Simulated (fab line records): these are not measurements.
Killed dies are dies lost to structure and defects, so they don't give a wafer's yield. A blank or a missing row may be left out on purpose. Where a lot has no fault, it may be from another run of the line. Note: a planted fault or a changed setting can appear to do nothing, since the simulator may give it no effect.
Chamber matching ; flow nand harc ; NHARC_A_BONDPAD_CMP_29 on cmp-04: 4 sister chambers
The step polishes SiCN, target thk 200 nm. 4 wafers are shown with their chamber, then 8 later ones without.

## WAFERS PAIRED WITH THEIR CHAMBERS
wafer;chamber;motor current A (A)
L080.4;2;13.1
L084.2;0;11.3
L084.6;3;12.5
L085.1;1;13.3

## WAFERS WITHOUT THEIR CHAMBER
wafer;motor current A (A)
L085.3;11.2
L085.4;12.6
L088.1;13.1
L088.5;13.7
L088.6;13.3
L091.1;11.7
L091.2;13.5
L091.3;13.7

## THE CHAMBER EACH PASSED THROUGH
wafer;from the rows above;in truth
L085.3;0;0
L085.4;can't be placed: 3 or 2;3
L088.1;can't be placed: 2 or 1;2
L088.5;can't be placed: 1 or 2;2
L088.6;can't be placed: 1 or 2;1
L091.1;can't be placed: 0 or 3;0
L091.2;can't be placed: 1 or 2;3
L091.3;can't be placed: 1 or 2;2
Correctly placed: 1 of 8. Not placeable from these rows: 7 (in 6, the candidates include the true chamber). 0 placed wrongly.
How it was worked out, from the rows above alone: a wafer's distance from a chamber is the root of the sum, over the readings, of the square of ((its reading less the chamber's mean) divided by the reading's scatter). The wafer belongs to the nearest chamber; if the next one is less than 2 further off, it can't be placed. For every chamber, the mean is computed from those of its wafers that are shown. The scatter: with one shown wafer a chamber, the root of the mean of the squares of how far each hidden wafer lies from its nearest shown one.
